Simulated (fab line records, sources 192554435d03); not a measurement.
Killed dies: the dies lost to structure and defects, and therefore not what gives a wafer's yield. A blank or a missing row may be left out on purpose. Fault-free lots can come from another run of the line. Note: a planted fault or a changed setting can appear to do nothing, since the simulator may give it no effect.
Matching of chambers || flow n5_finfet || rie_diel-04 running N5_BEOL_M3_DESCUM_33: 4 sister chambers
The step chemistry O2, time 7 s. 16 wafers are shown with their chamber, then 8 later ones without.

## WAFERS WITH THEIR CHAMBER
{"wafer": "L075.2", "chamber": 1, "throttle_valve_pct (%)": 20.32, "showerhead_plenum_p_Torr (Torr)": 2.18, "oes_product_au (a.u.)": 0.76}
{"wafer": "L075.3", "chamber": 0, "throttle_valve_pct (%)": 20.00, "showerhead_plenum_p_Torr (Torr)": 2.13, "oes_product_au (a.u.)": 0.87}
{"wafer": "L075.5", "chamber": 0, "throttle_valve_pct (%)": 20.01, "showerhead_plenum_p_Torr (Torr)": 2.13, "oes_product_au (a.u.)": 0.88}
{"wafer": "L076.1", "chamber": 0, "throttle_valve_pct (%)": 20.02, "showerhead_plenum_p_Torr (Torr)": 2.13, "oes_product_au (a.u.)": 0.86}
{"wafer": "L076.2", "chamber": 1, "throttle_valve_pct (%)": 20.33, "showerhead_plenum_p_Torr (Torr)": 2.18, "oes_product_au (a.u.)": 0.75}
{"wafer": "L076.5", "chamber": 1, "throttle_valve_pct (%)": 20.32, "showerhead_plenum_p_Torr (Torr)": 2.17, "oes_product_au (a.u.)": 0.75}
{"wafer": "L077.1", "chamber": 0, "throttle_valve_pct (%)": 20.01, "showerhead_plenum_p_Torr (Torr)": 2.13, "oes_product_au (a.u.)": 0.85}
{"wafer": "L077.2", "chamber": 2, "throttle_valve_pct (%)": 20.69, "showerhead_plenum_p_Torr (Torr)": 2.14, "oes_product_au (a.u.)": 0.68}
{"wafer": "L077.5", "chamber": 1, "throttle_valve_pct (%)": 20.35, "showerhead_plenum_p_Torr (Torr)": 2.17, "oes_product_au (a.u.)": 0.75}
{"wafer": "L081.2", "chamber": 2, "throttle_valve_pct (%)": 20.70, "showerhead_plenum_p_Torr (Torr)": 2.14, "oes_product_au (a.u.)": 0.68}
{"wafer": "L081.5", "chamber": 2, "throttle_valve_pct (%)": 20.71, "showerhead_plenum_p_Torr (Torr)": 2.14, "oes_product_au (a.u.)": 0.68}
{"wafer": "L081.6", "chamber": 1, "throttle_valve_pct (%)": 20.33, "showerhead_plenum_p_Torr (Torr)": 2.17, "oes_product_au (a.u.)": 0.74}
{"wafer": "L083.1", "chamber": 2, "throttle_valve_pct (%)": 20.70, "showerhead_plenum_p_Torr (Torr)": 2.14, "oes_product_au (a.u.)": 0.68}
{"wafer": "L083.3", "chamber": 0, "throttle_valve_pct (%)": 20.02, "showerhead_plenum_p_Torr (Torr)": 2.13, "oes_product_au (a.u.)": 0.84}
{"wafer": "L083.4", "chamber": 3, "throttle_valve_pct (%)": 20.76, "showerhead_plenum_p_Torr (Torr)": 2.17, "oes_product_au (a.u.)": 0.74}
{"wafer": "L087.1", "chamber": 1, "throttle_valve_pct (%)": 20.34, "showerhead_plenum_p_Torr (Torr)": 2.17, "oes_product_au (a.u.)": 0.73}

SIGNATURES, as means of the wafers listed above
{"reading": "throttle_valve_pct", "chamber 0": 20.0120, "chamber 1": 20.3317, "chamber 2": 20.7000, "chamber 3": 20.7600, "scatter within a chamber": 0.00985}
{"reading": "showerhead_plenum_p_Torr", "chamber 0": 2.1300, "chamber 1": 2.1733, "chamber 2": 2.1400, "chamber 3": 2.1700, "scatter within a chamber": 0.00333}
{"reading": "oes_product_au", "chamber 0": 0.8600, "chamber 1": 0.7467, "chamber 2": 0.6800, "chamber 3": 0.7400, "scatter within a chamber": 0.0113}
Rule: distance of a wafer from a chamber = root of the sum over the readings of ((wafer's reading minus chamber's mean) / reading's scatter) squared. If the next closest chamber is less than 2 further off than the closest, the wafer can't be placed; otherwise it belongs to the closest. The scatter: take each reading less its chamber's mean, square it, sum over the shown wafers, divide by the number of wafers less the number of chambers, and take the root.

## WAFERS MISSING THEIR CHAMBER
{"wafer": "L087.4", "throttle_valve_pct (%)": 20.03, "showerhead_plenum_p_Torr (Torr)": 2.12, "oes_product_au (a.u.)": 0.83}
{"wafer": "L087.5", "throttle_valve_pct (%)": 20.77, "showerhead_plenum_p_Torr (Torr)": 2.16, "oes_product_au (a.u.)": 0.72}
{"wafer": "L091.1", "throttle_valve_pct (%)": 20.77, "showerhead_plenum_p_Torr (Torr)": 2.16, "oes_product_au (a.u.)": 0.73}
{"wafer": "L091.5", "throttle_valve_pct (%)": 20.04, "showerhead_plenum_p_Torr (Torr)": 2.12, "oes_product_au (a.u.)": 0.84}
{"wafer": "L091.6", "throttle_valve_pct (%)": 20.76, "showerhead_plenum_p_Torr (Torr)": 2.16, "oes_product_au (a.u.)": 0.73}
{"wafer": "L093.2", "throttle_valve_pct (%)": 20.78, "showerhead_plenum_p_Torr (Torr)": 2.16, "oes_product_au (a.u.)": 0.72}
{"wafer": "L093.4", "throttle_valve_pct (%)": 20.07, "showerhead_plenum_p_Torr (Torr)": 2.12, "oes_product_au (a.u.)": 0.84}
{"wafer": "L093.5", "throttle_valve_pct (%)": 20.37, "showerhead_plenum_p_Torr (Torr)": 2.16, "oes_product_au (a.u.)": 0.73}

## CHAMBER TAKEN BY EACH
{"wafer": "L087.4", "from the rows above": 0, "in truth": 0}
{"wafer": "L087.5", "from the rows above": 3, "in truth": 3}
{"wafer": "L091.1", "from the rows above": 3, "in truth": 3}
{"wafer": "L091.5", "from the rows above": 0, "in truth": 0}
{"wafer": "L091.6", "from the rows above": 3, "in truth": 3}
{"wafer": "L093.2", "from the rows above": 3, "in truth": 3}
{"wafer": "L093.4", "from the rows above": 0, "in truth": 0}
{"wafer": "L093.5", "from the rows above": 1, "in truth": 1}
8 of 8 placed correctly. Not placeable from these rows: 0. Placed wrongly: 0.
